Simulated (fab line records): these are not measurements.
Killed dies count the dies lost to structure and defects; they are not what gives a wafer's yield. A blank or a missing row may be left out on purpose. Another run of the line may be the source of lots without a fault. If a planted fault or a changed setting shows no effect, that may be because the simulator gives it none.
fab line records	flow n5Finfet
record: lots: 6	wafers: 17	lastDay: 16
route steps=1938 shown BEOL_M4@1111 BEOL_M5@1112
lots untouched by any fault: they come from a run of this same line in which no faults occurred
startH: hours from the record's first day to the start of the lot's first wafer shown	waitH: hours since the lot's step before	" same as the row above	L1.1+2: a single row standing in for several wafers	- no value, or no start given	* or withheld: withheld	< > ~ a bound
route shown NAME@n: a module of which the file shows steps, and the number in the route of the first	usual: mean and standard deviation over wafers with no fault	same: alike in all rows	chamber/n: place in a boat	sites: readings site by site	_std_site: standard deviation of those values	_edge_site: inner sites' mean taken away from outer sites' mean	radiusMm: for every site, how far away it sits from the centre of the wafer	mask NAME#n: copy n	behind: the last tool/chamber to shape the wafer	hold: why the lot was held/for how many hours/how that ended	device: names the non-switching transistor (n, p or np)	end of line: the route-end tests of the same wafers	where a step has no rows: the recipe by itself	killed: not the wafer's yield, but the dies lost to structure and defects at the first sort	map: the dies of a wafer, with x for killed, . for not killed, _ for no die there
set.NAME: setting as actually run; set.NAME@STEP: the setting as run at that earlier step	model.NAME: the simulator's own value behind a step, which no gauge read
certain route steps with their lots: each step a table, each wafer a row
services: the hour from which a tool's chamber was out of use, counted from the record's first day as startH (under 0 if before that day), plus the number of hours and why
== steps ==
step: N5_BEOL_M4_RC_MEAS_101
usual: DIBL_N: 36.3/1.6	DIBL_P: 36.2/2.1	IOFF_N: 0.16/0.031	IOFF_P: 0.21/0.034	ION_N: 673/11	ION_P: 461/7.4	SS_N: 71.6/0.55	SS_P: 73.3/0.66	VT_N: 251/3.2	VT_P: -251/3.5
lot.wafer	tool	chamber	startH	waitH	DIBL_N[mV/V]	DIBL_P[mV/V]	IOFF_N[nA/um]	IOFF_P[nA/um]	ION_N[uA/um]	ION_P[uA/um]	SS_N[mV/dec]	SS_P[mV/dec]	VT_N[mV]	VT_P[mV]
L301.1	prober-02	0	159.67	0.0	37.8	37.9	0.16	0.25	672	463	71.5	74.0	252	-251
L301.2	"	0	"	"	36.7	35.6	0.15	0.21	667	468	71.0	73.7	249	-251
L301.4	"	0	"	"	35.6	34.9	0.13	0.19	676	465	71.4	73.2	252	-254
L308.1	prober-01	0	209.63	0.0	35.7	34.9	0.15	0.21	682	469	70.8	72.8	251	-251
L308.3	"	0	"	"	37.0	35.3	0.17	0.23	684	473	71.1	73.0	247	-248
L308.5	"	0	"	"	37.6	36.1	0.18	0.24	678	467	71.8	72.9	249	-249
L312.3	prober-02	0	229.59	0.3	35.2	37.4	0.15	0.21	655	455	71.7	74.1	251	-249
L312.5	"	0	"	"	36.3	39.1	0.18	0.24	687	471	71.4	73.8	248	-248
L312.6	"	0	"	"	35.2	37.2	0.15	0.19	667	457	71.0	73.1	248	-251
L313.1	prober-01	0	236.31	0.0	35.9	36.0	0.14	0.18	680	467	71.1	73.3	249	-254
L313.4	"	0	"	"	36.2	36.5	0.14	0.19	679	466	71.0	73.5	251	-252
L313.5	"	0	"	"	35.9	35.5	0.14	0.17	669	451	70.9	72.5	252	-256
L320.1	prober-01	0	273.34	0.0	34.2	33.8	0.11	0.13	659	445	72.0	72.5	257	-261
L320.4	"	0	"	"	35.8	36.2	0.14	0.16	682	460	71.4	73.6	254	-259
L320.6	"	0	"	"	33.2	32.8	0.10	0.13	645	445	71.3	72.1	255	-258
L321.1	prober-01	0	280.98	0.0	37.6	36.2	0.15	0.19	664	454	72.1	73.3	252	-252
L321.5	"	0	"	"	36.0	35.4	0.13	0.19	661	454	72.1	73.5	254	-254
step: N5_BEOL_M5_ILD_DEP_00
recipe: material: SiCOH_lowk	targetThkA: 1406.4	tempC: 300	precursor: DEMS/porogen	pressureTorr: 5	rfW: 500	timeS: 25.9
usual: heaterPowerW: 322/54	showerheadPlenumPTorr: 5.730/0.014	showerheadVppV: 1389/53	throttleValvePct: 14.1/1
lot.wafer	tool	chamber	startH	waitH	heaterPowerW	showerheadPlenumPTorr	showerheadVppV	throttleValvePct
L301.1	pecvd-03	1	160.64	0.8	341	5.753	1384	14.4
L301.2	"	2	"	"	316	5.723	1477	13.5
L301.4	"	1	"	"	343	5.733	1388	14.3
L308.1	pecvd-01	0	210.60	0.8	386	5.749	1255	13.6
L308.3	"	1	"	"	286	5.728	1363	15.5
L308.5	"	2	"	"	259	5.749	1386	12.8
L312.3	pecvd-04	2	230.25	0.5	343	5.746	1367	12.8
L312.5	"	2	"	"	346	5.724	1339	13.1
L312.6	"	0	"	"	268	5.700	1400	14.2
L313.1	pecvd-04	2	237.27	0.8	343	5.740	1334	12.7
L313.4	"	2	"	"	345	5.728	1341	12.9
L313.5	"	0	"	"	275	5.715	1386	13.9
L320.1	pecvd-03	2	274.30	0.8	277	5.728	1491	13.6
L320.4	"	2	"	"	282	5.743	1492	13.6
L320.6	"	1	"	"	369	5.739	1384	14.5
L321.1	pecvd-03	2	281.95	0.8	292	5.713	1486	13.4
L321.5	"	0	"	"	405	5.725	1396	14.3
step: N5_BEOL_M5_CURE_79
recipe: tempC: 385	timeS: 240	ambient: He/Ar	material: SiCOH_lowk
usual: lampPowerPct: 52.31/0.053	wafer_temp_C_max: 387.1/0.87
lot.wafer	tool	chamber	startH	waitH	lampPowerPct	wafer_temp_C_max
L301.1	uvCure-03	2	160.72	0.1	52.28	388.0
L301.2	"	2	"	"	52.31	387.2
L301.4	"	2	"	"	52.33	387.7
L308.1	uvCure-02	2	210.66	0.0	52.22	386.7
L308.3	"	2	"	"	52.34	386.7
L308.5	"	2	"	"	52.34	386.8
L312.3	uvCure-02	1	231.59	1.3	52.30	385.8
L312.5	"	1	232.87	2.6	52.32	385.7
L312.6	"	1	"	"	52.26	385.8
L313.1	uvCure-01	1	237.35	0.1	52.25	386.0
L313.4	"	1	"	"	52.43	386.3
L313.5	"	1	"	"	52.23	386.1
L320.1	uvCure-03	1	274.39	0.1	52.29	388.5
L320.4	"	1	"	"	52.32	387.4
L320.6	"	1	"	"	52.32	387.0
L321.1	uvCure-03	1	282.01	0.0	52.26	387.2
L321.5	"	1	"	"	52.32	388.7
step: N5_BEOL_M5_THK_MEAS_01
recipe: reads: SiCOH_lowk_of_BEOL_M5_ILD_DEP_00
usual: M5_ILD_THK: 121.6/1.7
lot.wafer	tool	chamber	startH	waitH	M5_ILD_THK[nm]
L301.1	filmMetro-02	-	161.23	0.4	121.5
L301.2	"	-	"	"	121.0
L301.4	"	-	"	"	125.6
L308.1	filmMetro-01	-	211.17	0.4	122.2
L308.3	"	-	"	"	120.9
L308.5	"	-	"	"	122.9
L312.3	filmMetro-02	-	234.18	2.0	119.7
L312.5	"	-	"	"	121.3
L312.6	"	-	"	"	123.6
L313.1	filmMetro-02	-	237.86	0.4	119.8
L313.4	"	-	"	"	121.1
L313.5	"	-	"	"	123.8
L320.1	filmMetro-01	-	274.90	0.4	122.0
L320.4	"	-	"	"	123.9
L320.6	"	-	"	"	124.7
L321.1	filmMetro-01	-	282.52	0.4	121.2
L321.5	"	-	"	"	121.6
step: N5_BEOL_M5_PECVD_70
recipe: material: SiO2	targetThkA: 160	tempC: 400	precursor: TEOS/O2	pressureTorr: 5.5	rfW: 450	teosFlowSccm: 53.8	gas: O2	flowSccm: 3000	timeS: 18
step: N5_BEOL_M5_HM_DEP_02
recipe: material: TiN	targetThkA: 200	tempC: 25	chamberPressurePa: 0.49996
usual: throttleValvePct: 29.5/1.1
lot.wafer	tool	chamber	startH	waitH	throttleValvePct
L301.1	pvdSputter-02	-	162.65	1.4	28.5
L301.2	"	-	"	"	28.9
L301.4	"	-	"	"	31.0
L308.1	pvdSputter-01	-	211.97	0.7	27.9
L308.3	"	-	"	"	30.7
L308.5	"	-	"	"	30.4
L312.3	pvdSputter-03	-	235.29	1.1	32.5
L312.5	"	-	"	"	32.2
L312.6	"	-	"	"	28.8
L313.1	pvdSputter-01	-	238.23	0.3	29.5
L313.4	"	-	"	"	30.6
L313.5	"	-	"	"	29.6
L320.1	pvdSputter-02	-	275.07	0.1	31.0
L320.4	"	-	"	"	28.5
L320.6	"	-	"	"	31.0
L321.1	pvdSputter-02	-	283.36	0.8	30.6
L321.5	"	-	"	"	31.0
step: N5_BEOL_M5_COAT_59
recipe: resist: SOC	tempC: 250	timeS: 60	spinRpm: 1500	resistThkNm: 60
step: N5_BEOL_M5_COAT_60
recipe: resist: SiARC	tempC: 220	timeS: 60	spinRpm: 1500	resistThkNm: 12
step: N5_BEOL_M5_COAT_71
recipe: resist: underlayer	tempC: 205	timeS: 60	spinRpm: 1500	resistThkNm: 5
step: N5_BEOL_M5_COAT_05
recipe: resist: CAR-EUV	spinRpm: 1500	resistThkNm: 30
step: N5_BEOL_M5_EBR_07
recipe: solvent: PGMEA	ebrWidthMm: 1.5
step: N5_BEOL_M5_SOFTBAKE_06
recipe: tempC: 110	timeS: 60	resist: CAR-EUV
step: N5_BEOL_M5_EXPOSE_08
recipe: maskId: M5	na: 0.33	sourceShape: annular	sigmaInner: 0.4	sigmaOuter: 0.8	polarization: unpolarized	targetCdNm: 28	doseMj: 35.75
usual: exposureDoseMJCm2: 35.73/0.038
lot.wafer	tool	chamber	startH	waitH	mask	exposureDoseMJCm2
L301.1	euvScanner-01	0	162.92	-	M5#0	35.66
L301.2	"	0	"	"	M5#0	35.67
L301.4	"	0	"	"	M5#0	35.74
L308.1	euvScanner-02	0	212.23	-	M5#0	35.75
L308.3	"	0	"	"	M5#0	35.77
L308.5	"	0	"	"	M5#0	35.77
L312.3	euvScanner-01	0	235.69	-	M5#0	36.45
L312.5	"	0	"	"	M5#0	36.46
L312.6	"	0	"	"	M5#0	36.44
L313.1	euvScanner-01	0	238.49	-	M5#0	36.32
L313.4	"	0	"	"	M5#0	36.35
L313.5	"	0	"	"	M5#0	36.31
L320.1	euvScanner-02	0	275.48	-	M5#0	35.80
L320.4	"	0	"	"	M5#0	35.73
L320.6	"	0	"	"	M5#0	35.79
L321.1	euvScanner-02	0	283.63	-	M5#0	35.73
L321.5	"	0	"	"	M5#0	35.69
step: N5_BEOL_M5_PEB_09
recipe: pebTempC: 100	pebTimeS: 60	resist: CAR-EUV
step: N5_BEOL_M5_DEVELOP_10
recipe: developTimeS: 30	developer: TMAH	resist: CAR-EUV	rinseLiquid: surfactantRinse	dry: airSpin	devTempC: 23
step: N5_BEOL_M5_CD_MEAS_11
recipe: targetCdNm: 27.74	landingEnergyEv: 500	detector: seInlens
usual: cdNm: 28.08/0.25
lot.wafer	tool	chamber	startH	waitH	cdNm
L301.1	cdSem-03	0	163.04	-	28.18
L301.2	"	0	"	"	28.09
L301.4	"	0	"	"	28.29
L308.1	cdSem-01	0	212.36	-	27.79
L308.3	"	0	"	"	27.85
L308.5	"	0	"	"	28.29
L312.3	cdSem-03	0	235.81	-	28.75
L312.5	"	0	"	"	28.71
L312.6	"	0	"	"	28.71
L313.1	cdSem-01	0	238.62	-	28.78
L313.4	"	0	"	"	28.08
L313.5	"	0	"	"	29.00
L320.1	cdSem-02	0	275.60	-	27.92
L320.4	"	0	"	"	27.60
L320.6	"	0	"	"	28.02
L321.1	cdSem-02	0	283.76	-	27.82
L321.5	"	0	"	"	28.27
step: N5_BEOL_M5_OVL_MEAS_12
recipe: pointsPerWafer: 522
usual: M5_OVL: 0.2/0.82
lot.wafer	tool	chamber	startH	waitH	M5_OVL[nm]
L301.1	overlay-02	0	163.07	0.0	-0.8
L301.2	"	0	"	"	-0.9
L301.4	"	0	"	"	-0.8
L308.1	overlay-01	0	212.39	0.0	-0.4
L308.3	"	0	"	"	-0.5
L308.5	"	0	"	"	-1.4
L312.3	overlay-01	0	235.85	0.0	-0.7
L312.5	"	0	"	"	-0.5
L312.6	"	0	"	"	-0.2
L313.1	overlay-01	0	238.65	0.0	0.3
L313.4	"	0	"	"	-1.2
L313.5	"	0	"	"	-0.4
L320.1	overlay-01	0	275.63	0.0	-0.6
L320.4	"	0	"	"	1.8
L320.6	"	0	"	"	1.1
L321.1	overlay-02	0	283.79	0.0	0.3
L321.5	"	0	"	"	1.0
step: N5_BEOL_M5_INSPECT_13
recipe: mode: adi	inspectInstrument: brightfield
usual: rawDefectCount: 409/94
lot.wafer	tool	chamber	startH	waitH	rawDefectCount
L301.1	defectInspect-01	-	163.13	0.1	414
L301.2	"	-	"	"	510
L301.4	"	-	"	"	343
L308.1	defectInspect-01	-	212.45	0.1	556
L308.3	"	-	"	"	552
L308.5	"	-	"	"	651
L312.3	defectInspect-01	-	235.90	0.0	374
L312.5	"	-	"	"	365
L312.6	"	-	"	"	429
L313.1	defectInspect-01	-	238.71	0.1	285
L313.4	"	-	"	"	302
L313.5	"	-	"	"	379
L320.1	defectInspect-01	-	275.69	0.1	631
L320.4	"	-	"	"	396
L320.6	"	-	"	"	453
L321.1	defectInspect-01	-	283.85	0.1	334
L321.5	"	-	"	"	335
step: N5_BEOL_M5_DESCUM_16
recipe: chemistry: O2	timeS: 7	sourcePowerW: 50	biasPowerW: 20	pressureMtorr: 20	rfFrequencyHz: 2.712e+07	tempC: 40	resist: CAR-EUV	o2FlowSccm: 225
usual: drypumpMotorCurrentA: 5.7/0.51	oesProductAu: 0.78/0.081	rfVppV: 243.1/1.5	showerheadPlenumPTorr: 2.09/0.08	throttleValvePct: 20.41/0.21
lot.wafer	tool	chamber	startH	waitH	drypumpMotorCurrentA	oesProductAu	rfHoursCounterH	rfVppV	showerheadPlenumPTorr	throttleValvePct	model.BEOL_M5.cdNm
L301.1	rieDiel-05	0	163.17	0.0	5.6	0.77	115	239.8	1.96	20.51	27.8
L301.2	"	1	"	"	6.1	0.84	55	244.8	2.21	20.15	28.2
L301.4	"	2	"	"	6.7	0.82	99	245.1	2.20	19.99	28
L308.1	rieDiel-03	0	212.56	0.1	5.9	0.72	171	242.1	2.10	20.65	28.2
L308.3	"	1	"	"	6.1	0.89	51	242.5	2.04	20.26	27.8
L308.5	"	0	"	"	5.9	0.72	-	243.2	2.10	20.65	28.4
L312.3	rieDiel-03	2	235.98	0.1	5.1	0.75	175	240.8	2.01	20.42	28.8
L312.5	"	3	"	"	5.4	0.69	-	244.9	2.16	20.59	28.6
L312.6	"	2	"	"	5.1	0.74	-	243.0	2.01	20.45	28.8
L313.1	rieDiel-05	3	238.74	0.0	5.8	0.69	228	242.9	2.17	20.32	28.6
L313.4	"	2	"	"	6.7	0.79	119	244.9	2.19	20.01	28.2
L313.5	"	3	"	"	5.8	0.69	-	243.9	2.17	20.31	28.6
L320.1	rieDiel-05	1	275.73	0.0	6.1	0.79	86	245.9	2.20	20.18	28
L320.4	"	3	"	"	5.8	0.68	239	243.9	2.17	20.33	27.8
L320.6	"	1	"	"	6.1	0.79	-	243.2	2.20	20.19	28
L321.1	rieDiel-03	1	283.96	0.1	6.1	0.86	76	242.5	2.03	20.32	27.8
L321.5	"	0	"	"	5.9	0.70	-	242.8	2.09	20.68	28.4
step: N5_BEOL_M5_ETCH_72
recipe: chemistry: N2/H2	target: underlayer	targetDepthA: 65	maskMaterial: CAR-EUV	timeS: 5.2	ionEnergyEv: 200	pressureMtorr: 30	sourceW: 840	biasW: 150	n2FlowSccm: 200	h2FlowSccm: 200	ends: cleared
usual: drypumpMotorCurrentA: 5.7/0.51	etchRfOnTimeS: 5.22/0.11	oesProductAu: 0.67/0.066	rfVppV: 523.6/2.8	showerheadPlenumPTorr: 2.54/0.098	throttleValvePct: 17.82/0.24
lot.wafer	tool	chamber	startH	waitH	drypumpMotorCurrentA	etchRfOnTimeS	oesProductAu	rfHoursCounterH	rfVppV	showerheadPlenumPTorr	throttleValvePct
L301.1	rieDiel-05	0	163.20	0.0	5.6	4.97	0.68	115	517.6	2.35	17.79
L301.2	"	1	"	"	6.1	5.19	0.71	55	526.5	2.70	17.62
L301.4	"	2	"	"	6.7	5.03	0.70	99	525.6	2.67	17.47
L308.1	rieDiel-03	0	212.59	0.0	5.9	5.33	0.61	171	525.0	2.54	18.11
L308.3	"	1	"	"	6.1	5.26	0.74	51	521.5	2.50	17.89
L308.5	"	0	"	"	5.9	5.35	0.62	-	524.6	2.54	18.12
L312.3	rieDiel-03	2	236.02	0.0	5.1	5.22	0.63	175	521.0	2.41	17.63
L312.5	"	3	"	"	5.4	5.27	0.59	-	527.3	2.61	17.94
L312.6	"	2	"	"	5.1	5.19	0.64	-	521.3	2.41	17.61
L313.1	rieDiel-05	3	238.78	0.0	5.8	5.19	0.60	228	527.0	2.60	17.47
L313.4	"	2	"	"	6.8	5.02	0.69	119	527.2	2.67	17.50
L313.5	"	3	"	"	5.7	5.19	0.60	-	525.6	2.60	17.48
L320.1	rieDiel-05	1	275.76	0.0	6.1	5.25	0.69	86	528.0	2.69	17.69
L320.4	"	3	"	"	5.8	5.28	0.59	239	525.6	2.60	17.47
L320.6	"	1	"	"	6.1	5.29	0.69	-	526.6	2.69	17.67
L321.1	rieDiel-03	1	283.99	0.0	6.1	5.24	0.71	76	520.8	2.49	17.94
L321.5	"	0	"	"	5.9	5.33	0.60	-	523.7	2.53	18.14
step: N5_BEOL_M5_ETCH_61
recipe: chemistry: CF4	target: SiARC	targetDepthA: 156	maskMaterial: CAR-EUV	timeS: 26	ionEnergyEv: 80	pressureMtorr: 40	sourceW: 545	biasW: 36	Ar_flow_sccm: 100	cf4FlowSccm: 100	ends: cleared
usual: drypumpMotorCurrentA: 5.7/0.51	etchRfOnTimeS: 26.0/0.64	mfcArSccm: 100.03/0.3	oesProductAu: 0.67/0.067	rfVppV: 184.0/1.2	showerheadPlenumPTorr: 2.13/0.073	throttleValvePct: 15.56/0.2
lot.wafer	tool	chamber	startH	waitH	drypumpMotorCurrentA	etchRfOnTimeS	mfcArSccm	oesProductAu	rfHoursCounterH	rfVppV	showerheadPlenumPTorr	throttleValvePct
L301.1	rieDiel-05	0	163.22	0.0	5.6	25.2	99.92	0.67	115	183.1	1.99	15.55
L301.2	"	1	"	"	6.1	26.4	99.90	0.71	55	185.8	2.26	15.37
L301.4	"	2	"	"	6.7	25.2	100.29	0.70	99	186.1	2.23	15.15
L308.1	rieDiel-03	0	212.61	0.0	5.9	27.3	99.49	0.61	171	183.4	2.13	15.74
L308.3	"	1	"	"	6.1	26.3	99.53	0.75	51	182.9	2.09	15.43
L308.5	"	0	"	"	5.9	27.1	99.81	0.61	-	184.4	2.14	15.73
L312.3	rieDiel-03	2	236.03	0.0	5.0	26.3	100.21	0.63	175	182.3	2.06	15.72
L312.5	"	3	"	"	5.4	26.1	100.33	0.59	-	183.9	2.19	15.69
L312.6	"	2	"	"	5.1	26.0	99.99	0.64	-	182.8	2.06	15.72
L313.1	rieDiel-05	3	238.79	0.0	5.8	26.1	100.00	0.59	228	184.4	2.20	15.45
L313.4	"	2	"	"	6.7	25.2	100.33	0.69	119	186.3	2.22	15.18
L313.5	"	3	"	"	5.8	26.3	100.10	0.59	-	184.6	2.20	15.43
L320.1	rieDiel-05	1	275.78	0.0	6.1	26.7	100.46	0.69	86	185.9	2.25	15.43
L320.4	"	3	"	"	5.8	26.5	99.85	0.59	239	185.0	2.19	15.45
L320.6	"	1	"	"	6.1	26.3	100.19	0.69	-	184.4	2.25	15.43
L321.1	rieDiel-03	1	284.01	0.0	6.1	26.1	99.95	0.72	76	183.8	2.08	15.46
L321.5	"	0	"	"	5.9	27.3	99.94	0.60	-	184.6	2.13	15.78
step: N5_BEOL_M5_ETCH_62
recipe: chemistry: N2/H2	target: SOC	targetDepthA: 750	overetchA: 150	maskMaterial: SiARC	tempC: 40	timeS: 112.5	ionEnergyEv: 200	pressureMtorr: 30	sourceW: 840	biasW: 150	n2FlowSccm: 200	h2FlowSccm: 200
usual: drypumpMotorCurrentA: 5.7/0.51	oesProductAu: 0.62/0.059	rfVppV: 523.6/2.8	showerheadPlenumPTorr: 2.54/0.098	throttleValvePct: 17.78/0.24
lot.wafer	tool	chamber	startH	waitH	drypumpMotorCurrentA	oesProductAu	rfHoursCounterH	rfVppV	showerheadPlenumPTorr	throttleValvePct	model.BEOL_M5.cdNm
L301.1	rieDiel-05	0	163.25	0.0	5.6	0.60	115	520.1	2.35	17.74	27.8
L301.2	"	1	"	"	6.1	0.66	55	528.1	2.70	17.58	28
L301.4	"	2	"	"	6.7	0.64	99	526.0	2.67	17.43	28
L308.1	rieDiel-03	0	212.64	0.0	5.9	0.58	171	523.0	2.54	18.08	27.8
L308.3	"	1	"	"	6.1	0.70	51	522.8	2.50	17.86	27.8
L308.5	"	0	"	"	5.9	0.58	-	524.1	2.54	18.06	28
L312.3	rieDiel-03	2	236.06	0.0	5.1	0.58	175	519.9	2.41	17.57	28.8
L312.5	"	3	"	"	5.4	0.56	-	525.9	2.61	17.93	28.6
L312.6	"	2	"	"	5.1	0.59	-	521.6	2.41	17.59	28.6
L313.1	rieDiel-05	3	238.82	0.0	5.8	0.56	228	526.4	2.60	17.45	28.4
L313.4	"	2	"	"	6.8	0.63	119	527.1	2.67	17.48	28.4
L313.5	"	3	"	"	5.8	0.55	-	525.2	2.60	17.44	28.4
L320.1	rieDiel-05	1	275.81	0.0	6.1	0.64	86	529.7	2.69	17.64	28
L320.4	"	3	"	"	5.8	0.55	239	525.0	2.60	17.46	27.6
L320.6	"	1	"	"	6.1	0.64	-	527.4	2.69	17.63	27.8
L321.1	rieDiel-03	1	284.04	0.0	6.1	0.66	76	521.6	2.49	17.91	28
L321.5	"	0	"	"	5.9	0.56	-	522.4	2.53	18.10	28.2
step: N5_BEOL_M5_STRIP_63
recipe: chemistry: N2/H2	tempC: 40	n2FlowSccm: 200	h2FlowSccm: 200	rfFrequencyHz: 6e+07
== services ==
tool	chamber	startH	hours	kind
pecvd-03	0	146.19	21.5	repair
pecvd-04	1	148.80	8.8	repair
pecvd-01	0	155.28	4.9	repair
pecvd-04	-	157.10	2.5	repair
rieDiel-05	-	159.79	0.5	repair
euvScanner-01	-	166.24	5.8	pm
pecvd-04	-	166.30	2.6	repair
uvCure-02	-	170.79	3.4	pm
pecvd-03	-	171.75	3.1	repair
uvCure-01	-	173.92	6.1	repair
euvScanner-01	-	174.23	1.2	repair
euvScanner-02	-	179.71	1.0	pm
rieDiel-03	0	181.89	7.9	repair
euvScanner-01	-	185.75	1.0	pm
pecvd-01	-	191.75	2.8	pm
pecvd-03	1	206.10	6.1	repair
euvScanner-02	-	225.07	5.8	pm
rieDiel-03	3	232.01	2.0	repair
euvScanner-02	-	235.88	1.0	pm
pecvd-04	-	238.23	0.5	repair
euvScanner-01	-	241.90	1.0	pm
pecvd-04	0	251.52	12.3	repair
rieDiel-03	3	266.40	4.3	repair
pecvd-03	-	271.33	1.2	repair
== key ==
firstSign: step: N5_BEOL_M5_EXPOSE_08	reading: exposureDoseMJCm2	direction: up	sigmas: 18	usual: 35.73	struck: 36.39
effect: step: N5_BEOL_M5_CD_MEAS_11	reading: cdNm	direction: up	sigmas: 2.4	usual: 28.08	struck: 28.67	through: controlLoop
modelEffect: step: N5_BEOL_M5_DESCUM_16	value: BEOL_M5.cdNm	without: 28.17	struck: 28.6
modelEffect: step: N5_BEOL_M5_ETCH_62	value: BEOL_M5.cdNm	without: 28.13	struck: 28.53
metAt N5_BEOL_M5_EXPOSE_08
struckWafers L312.3,L312.5,L312.6,L313.1,L313.4,L313.5
loopTrim: step: N5_BEOL_M5_EXPOSE_08	setting: dose	lots: L313
onsetBetween 162.92 235.69
fault: kind: processParameterDrift	tool: euvScanner-01	chamber: -	onsetH: 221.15	steps: N5_BEOL_M5_EXPOSE_08	channel: doseMj	offset: 0.70693	shape: step	actsIn: theseRecipesOnly	stated: 35.75
loopTrim: a control loop set the setting to another value than it would have without faults
